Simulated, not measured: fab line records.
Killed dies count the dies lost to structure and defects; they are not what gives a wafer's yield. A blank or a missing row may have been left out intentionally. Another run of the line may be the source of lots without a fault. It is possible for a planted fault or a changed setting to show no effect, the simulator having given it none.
8D (eight disciplines) problem report, filled in by code    flow n5_finfet    the parts of the form that need people (team, actions taken, sign-off) are left out

1. WHAT IS WRONG
At N5_GATE_CUT_STRIP_41, oes_product_au averages 0.751 a.u. over 9 wafers from 3 lots, while fault-free wafers read 0.177 a.u., standard deviation 0.02. Measured from the usual mean, that is +29 standard deviations.
The step: strips in CF4.
First seen on wafer L176.1, day 6 13:39, on rie_diel-01. Wafers with a number at this step in the record: 21, from 7 lots. Rule for "out" (also "out of limits"): further than 4 standard deviations from the usual mean. The other wafers with a number count as sound.

2. WHAT IT IS AND WHAT IT IS NOT
question                     is                      is not
which readings at this step  oes_product_au          drypump_motor_current_A, rf_vpp_V, showerhead_plenum_p_Torr, throttle_valve_pct
which lots                   L176, L177, L178        L172, L180, L183, L188
which wafers of those lots   all that have a number  -
read on which tools          rie_diel-01             -
when                         from day 6 13:39        up to then (3 sound wafers); but 9 sound wafers of L180, L183, L188 came after

3. THE SUSPECTS, EACH WITH WHAT RULES IT OUT
Counting: a tool at any process step up to the reading remains a suspect when it ran all the lots that are out and ran no sound lot after the first of those.
- rie_diel-01 at N5_GATE_CUT_DESCUM_18 (chemistry O2, time 7 s): ruled out as a lasting fault. Sound lots L180, L183, L188 ran on it after its first lot that is out, L176 (day 6 13:26).
- rie_diel-01 at N5_GATE_CUT_HM_OPEN_40 (chemistry C4F6/O2, target SiO2, target depth 139 nm, time 85.1 s): ruled out as a lasting fault. Sound lots L180, L183, L188 ran on it after its first lot that is out, L176 (day 6 13:35).
- rie_diel-01 at N5_GATE_CUT_STRIP_41 (strips in CF4): ruled out as a lasting fault. Sound lots L180, L183, L188 ran on it after its first lot that is out, L176 (day 6 13:39).
Left after counting: nothing in the record.

4. THE CAUSE (what the simulator had put in)
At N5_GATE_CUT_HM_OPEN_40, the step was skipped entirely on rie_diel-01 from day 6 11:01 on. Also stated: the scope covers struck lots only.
Counting ruled it out, wrongly.

5. THE CHAIN OF EFFECTS, in route order
Each row: a reading where the mean over the struck wafers with a number is more than 3 standard deviations away from the usual. Readings are gone through only where the record gives a usual standard deviation; hours: the median, over the lots, of the time from a lot's start at the first step in this table giving one to that lot's start at this step; sigmas: the change measured in usual standard deviations.
hours  step                     reading               usual       on struck wafers  change  sigmas
0      N5_GATE_CUT_STRIP_41     oes_product_au        0.177 a.u.  0.751             +0.574  +29
0      N5_GATE_CUT_ETCH_19      etch_rf_on_time_s     76.7 s      191.7             +115.0  +77
0      N5_GATE_CUT_ETCH_19      oes_product_au        0.65 a.u.   0.28              -0.37   -4.7
173    N5_PASSIVATION_PROBE_49  defect_limited_yield  91.3 %      0.0               -91.3   -61
173    N5_PASSIVATION_PROBE_49  killed_at_front_end   39          1120              +1081   +98
173    N5_PASSIVATION_PROBE_49  killed_dies           102         1180              +1078   +60
173    N5_PASSIVATION_PROBE_49  killed_on_rim         13          152               +139    +37
173    N5_PASSIVATION_PROBE_49  sort_bin_5_function   5.1 %       96.6              +91.5   +92
173    N5_PASSIVATION_PROBE_49  sort_n_pass           1077        0                 -1077   -57
173    N5_PASSIVATION_PROBE_49  sort_yield_pct        91.3 %      0.0               -91.3   -57
It contains these process steps:
- N5_GATE_CUT_STRIP_41: strips in CF4.
- N5_GATE_CUT_ETCH_19: etches SiNx in CH3F/O2, target depth 53.7 nm, time 76.7 s.
- N5_PASSIVATION_PROBE_49
Readings that are blank on the struck wafers while sound wafers have them: C4F6_flow_sccm at N5_GATE_CUT_HM_OPEN_40; O2_flow_sccm at N5_GATE_CUT_HM_OPEN_40; bias_w at N5_GATE_CUT_HM_OPEN_40; drypump_motor_current_A at N5_GATE_CUT_HM_OPEN_40; etch_rf_on_time_s at N5_GATE_CUT_HM_OPEN_40; oes_product_au at N5_GATE_CUT_HM_OPEN_40; rf_vpp_V at N5_GATE_CUT_HM_OPEN_40; showerhead_plenum_p_Torr at N5_GATE_CUT_HM_OPEN_40; and 2 more.

6. HOW IT WOULD HAVE BEEN CAUGHT EARLIER
3 hours passed between the start of the fault at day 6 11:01 and the first reading out of limits in this record, taken at day 6 13:39.
At N5_GATE_CUT_HM_OPEN_40 the tool's readings are blank on the struck wafers, where sound wafers have them: an empty tool record is the first sign, and it was there at once.
